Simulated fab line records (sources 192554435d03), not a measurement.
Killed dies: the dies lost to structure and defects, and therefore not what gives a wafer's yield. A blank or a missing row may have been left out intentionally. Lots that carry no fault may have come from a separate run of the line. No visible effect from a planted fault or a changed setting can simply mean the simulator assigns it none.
A lot that was struck, set against a sound lot || flow n5_finfet || 40 out of 1938 route steps
Sound: wafers L714.2, L714.4, L714.6. Wafers L696.3, L696.6 were the ones struck. The cause is named last.
Order at every step that has rows: each side's tool, ch and its chambers, its first start. Under that, the readings that differ: sound wafers || struck wafers || difference of the means || sigmas: that difference in standard deviations of wafers without a fault.
alike: readings with means less than 2 such deviations apart, plus words and numbers identical on both sides. not compared: withheld readings, readings lacking a value on some wafer, bounds such as >300 that could conceal the same value, and numbers that have no deviation in the record and whose values overlap.
The two part at a step that has a row with sigmas, a row that says differs or no value, or rows on one side only. When numbers do not overlap yet have no deviation, they are printed without sigmas and do not part them. Lack of a reading on every wafer of one side parts them only where that side has two or more wafers.

first, 11 steps without rows for these wafers: N5_HKMG_FIN_STRIP_60 (strips in N2/H2, time 360 s); N5_HKMG_FIN_WET_ETCH_77 (etches La2O3 in dHCl, stops on HfO2, target depth 2 nm); N5_HKMG_FIN_WET_ETCH_78 (etches Al2O3 in dNH4OH, stops on La2O3, target depth 4.5 nm, rinse time 30 s); N5_HKMG_FIN_ALD_79 (deposits TiN, target thk 1.5 nm, pulse time 1 s, purge time 3 s); N5_HKMG_FIN_CVD_62 (deposits a-Si from Si2H6, target thk 3 nm, time 20.8 s); N5_HKMG_FIN_RTA_80 (time 2 s); N5_HKMG_FIN_PRECLEAN_64 (cleans in dHF, time 30 s); N5_HKMG_FIN_WET_ETCH_65 (etches a-Si in TMAH, stops on TiN, time 49 s, target depth 3 nm); N5_HKMG_FIN_WET_ETCH_81 (etches TiN in SC1, stops on HfO2, time 57 s, target depth 6 nm); N5_HKMG_FIN_WET_ETCH_82 (etches La2O3 in dHCl, stops on HfO2, target depth 2 nm, rinse time 30 s); N5_HKMG_FIN_ALD_36 (deposits TiN, target thk 1 nm, pulse time 1 s, purge time 3 s).
N5_HKMG_FIN_PWFM_ALD_03: deposits TiN, target thk 2 nm, pulse time 1 s, purge time 3 s.
  sound on ald_metal-01 ch 1,2,3, day 9 18:01; struck on ald_metal-01 ch 0,2, day 5 08:26
{"reading": "ald_cycles", "sound": "91 91 91", "struck": "127 127", "difference": "+36", "sigmas": ""}
{"reading": "model.TiN_of_HKMG_FIN_PWFM_ALD_03.thk_nm (nm)", "sound": "2 2 2", "struck": "2.8 2.8", "difference": "+0.8", "sigmas": ""}
  alike: heater_power_w, precursor_pulse_height_rel, susceptor_temp_C
then, 26 steps without rows for these wafers: N5_HKMG_FIN_COAT_29 (time 60 s, resist thk 300 nm); N5_HKMG_FIN_COAT_30 (time 60 s, resist thk 35 nm); N5_HKMG_FIN_COAT_06 (resist thk 90 nm); N5_HKMG_FIN_EBR_08; N5_HKMG_FIN_SOFTBAKE_07 (time 60 s); N5_HKMG_FIN_EXPOSE_09 (exposes mask NWFM); N5_HKMG_FIN_PEB_10 (peb time 60 s); N5_HKMG_FIN_DEVELOP_11 (develop time 30 s); N5_HKMG_FIN_DESCUM_17 (chemistry O2, time 7.9 s); N5_HKMG_FIN_ETCH_31 (etches SiARC in CF4, target depth 45.5 nm, time 75.8 s); N5_HKMG_FIN_ETCH_32 (etches SOC in N2/H2, target depth 240 nm, time 300 s); N5_HKMG_FIN_STRIP_33 (strips in N2/H2); N5_HKMG_FIN_STRIP_34 (strips in CF4); N5_HKMG_FIN_ETCH_35 (etches SOC in N2/H2, target depth 215.8 nm, time 243.4 s); N5_HKMG_FIN_STRIP_92 (strips SOC in N2/H2, time 20 s); N5_HKMG_FIN_WET_ETCH_18 (etches TiN in SC1, time 55 s, target depth 5.2 nm, rinse time 30 s); N5_HKMG_FIN_STRIP_19 (strips in N2/H2, time 360 s); N5_HKMG_FIN_ALD_91 (deposits TiN, target thk 1 nm, pulse time 1 s, purge time 3 s); N5_HKMG_FIN_COAT_85 (time 60 s, resist thk 300 nm); N5_HKMG_FIN_ETCH_86 (etches SOC in N2/H2, stops on TiN, target depth 393.2 nm); N5_HKMG_FIN_STRIP_89 (strips SOC in N2/H2, time 20 s); N5_HKMG_FIN_WET_ETCH_87 (etches TiN in SC1, time 154.2 s, target depth 4.7 nm, rinse time 30 s); N5_HKMG_FIN_STRIP_88 (strips in N2/H2, time 360 s); N5_HKMG_FIN_NWFM_ALD_20 (deposits TiAlC, target thk 2 nm, pulse time 3 s, purge time 2 s); N5_HKMG_FIN_ALD_71 (deposits TiN, target thk 1 nm, pulse time 1 s, purge time 3 s); N5_HKMG_FIN_COAT_66 (time 60 s, resist thk 300 nm).
-- a jump in the record: the struck wafers' starts before and after are 4 days apart (it breaks off in module HKMG_FIN and resumes in module BEOL_M4, where the first step shown is number 1111 of the route) --
N5_BEOL_M4_RC_MEAS_101:
  sound on prober-01 ch 0, day 14 02:54; struck on prober-01 ch 0, day 9 01:56
{"reading": "IOFF_P (nA/um)", "sound": "0.20 0.18 0.17", "struck": "0.51 0.52", "difference": "+0.33", "sigmas": "+11"}
{"reading": "IOFF_P_85C (nA/um)", "sound": "3.5 3.3 3.1", "struck": "7.7 7.8", "difference": "+4.5", "sigmas": "+10"}
{"reading": "IOFF_P_LIN (nA/um)", "sound": "0.093 0.089 0.085", "struck": "0.249 0.253", "difference": "+0.162", "sigmas": "+14"}
{"reading": "IOFF_P_LONG (nA/um)", "sound": "9.6e-05 9.5e-05 9.4e-05", "struck": "0.000205 0.000207", "difference": "+0.000111", "sigmas": "+12"}
{"reading": "ION_P (uA/um)", "sound": "463 458 457", "struck": "512 505", "difference": "+49", "sigmas": "+7"}
{"reading": "VT_P (mV)", "sound": "-251 -254 -254", "struck": "-222 -222", "difference": "+31", "sigmas": "+9"}
{"reading": "VT_P_LONG (mV)", "sound": "-279 -277 -279", "struck": "-249 -250", "difference": "+29", "sigmas": "+9"}
{"reading": "VT_P_LVT (mV)", "sound": "-100.5 -102.1 -102.3", "struck": "-72.3 -71.9", "difference": "+29.5", "sigmas": "+11"}
  alike: DIBL_N, DIBL_P, IOFF_N, ION_N, SS_N, SS_P, VT_N
-- here the record skips 4 days between the struck wafers' starts before and after, leaving off in module BEOL_M4 and picking up in module PASSIVATION (first step shown: number 1936 of the route) --
N5_PASSIVATION_PROBE_49:
  sound on prober-02 at day 18 14:23; struck on prober-02 at day 13 04:55
{"reading": "sort_bin_4_leakage (%)", "sound": "0 0 0", "struck": "7.03 8.47", "difference": "+7.75", "sigmas": ""}
{"reading": "sort_n_pass", "sound": "1054 1082 1111", "struck": "1006 981", "difference": -89, "sigmas": -5}
{"reading": "sort_yield_pct (%)", "sound": "89.3 91.7 94.2", "struck": "85.3 83.1", "difference": -7.5, "sigmas": -5}
  alike: defect_limited_yield, killed_at_M0_to_M3, killed_at_M4_up, killed_at_contacts, killed_at_front_end, killed_at_other, killed_dies, killed_open, killed_short, sort_bin_5_function, sort_bin_6_memory

WHERE THEY PART
First at N5_BEOL_M4_RC_MEAS_101; last, within this record, at N5_PASSIVATION_PROBE_49.

WHY: what had been put in by the simulator
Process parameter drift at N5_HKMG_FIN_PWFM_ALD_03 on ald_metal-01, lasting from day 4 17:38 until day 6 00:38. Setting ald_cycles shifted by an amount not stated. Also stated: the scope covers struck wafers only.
